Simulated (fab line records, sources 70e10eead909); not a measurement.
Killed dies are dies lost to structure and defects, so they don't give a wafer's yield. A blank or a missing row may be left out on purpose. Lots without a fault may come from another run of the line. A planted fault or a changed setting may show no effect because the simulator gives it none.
A struck lot beside a sound one | flow nand_harc | 14 steps out of a route of 1159
Sound: wafers L402.1, L402.2, L402.6. Struck: wafer L417.3. (L417.1, L417.5 of the same lot were not struck and are left out.) The cause comes at the end.
At each step with rows: each side's tool, then ch and its chambers, then its first start. Under that, the readings that differ: sound wafers | struck wafers | difference of the means | sigmas: that difference in standard deviations of wafers without a fault.
alike: readings whose means differ by less than 2 such deviations, and words and numbers that are the same on both sides. not compared: withheld readings, readings that some wafer has no value for, bounds like >300 that may hide the same value, and numbers for which the record gives no deviation and whose values overlap.
The two part at a step that has a row with sigmas, a row that says differs or no value, or rows on one side only. Numbers that don't overlap but have no deviation are shown without sigmas and don't part them. A reading that every wafer of one side lacks parts them only if that side has two wafers or more.

NHARC_A_BLC_PVD_32: deposits Ti, target thk 5 nm, time 17.7 s.
  sound on pvd_sputter-02; struck on pvd_sputter-02
  alike: throttle_valve_pct
NHARC_A_BLC_ALD_23: deposits TiN, target thk 3 nm, pulse time 1 s, ald cycles 150.
  sound on ald_metal-01 ch 0,1,2, day 16 21:44; struck on ald_metal-01 ch 3, day 21 00:03
  alike: heater_power_w, precursor_pulse_height_rel
NHARC_A_BLC_CVD_24: deposits W, target thk 150 nm, time 434 s.
  sound on cvd_w-01 ch 0,1; struck on cvd_w-02 ch 0
  reading            | sound       | struck | difference | sigmas
  heater_power_w (W) | 454 444 442 | 641    | +194       | +3
  alike: mfc_ar_sccm, throttle_valve_pct
NHARC_A_BLC_CMP_25: polishes, t overpolish 30 s, target thk 150 nm.
  sound on cmp-02 ch 0,1,2, day 17 04:53; struck on cmp-03 ch 2, day 21 03:34
  alike: motor_current_A, overpolish_run_s, time_to_endpoint_s
then, 1 step without rows for these wafers: NHARC_A_BLC_SRD_27.
NHARC_A_BLC_INSPECT_28:
  sound on defect_inspect-01, day 17 05:14; struck on defect_inspect-01, day 21 03:59
  alike: raw_defect_count
then, 5 steps without rows for these wafers: NHARC_A_M0_DEP_00 (deposits SiOC, target thk 150 nm); NHARC_A_M0_DEHYDRATE_01 (time 120 s); NHARC_A_M0_HMDS_02 (time 30 s); NHARC_A_M0_COAT_33 (time 65 s); NHARC_A_M0_COAT_03 (resist thk 90 nm).
NHARC_A_M0_SOFTBAKE_04: time 55 s.
  sound on litho_track-04 ch 0, day 17 06:00; struck on litho_track-06 ch 0, day 21 04:00
  reading                  | sound                | struck | difference | sigmas
  heater_power_total_W (W) | 188.68 188.47 188.63 | 322.98 | +134.39    | +99 or more
then, 1 step without rows for these wafers: NHARC_A_M0_EBR_05.
NHARC_END_SORT_01:
  sound on prober-01 ch 0, day 19 09:55; struck on prober-02 ch 0, day 23 01:08
  reading      | sound | struck | difference | sigmas
  killed_short | 1 2 1 | 4      | +3         | +2
  alike: defect_limited_yield, killed_at_array, killed_at_other, killed_at_periphery, killed_dies, killed_open, sort_bin_2_pct, sort_bin_3_pct, sort_bin_4_pct, sort_n_pass, sort_rim_yield_pct, sort_yield_pct

WHERE THEY PART
First at NHARC_A_BLC_CVD_24; last, within this record, at NHARC_END_SORT_01.

WHY: what the simulator had put in
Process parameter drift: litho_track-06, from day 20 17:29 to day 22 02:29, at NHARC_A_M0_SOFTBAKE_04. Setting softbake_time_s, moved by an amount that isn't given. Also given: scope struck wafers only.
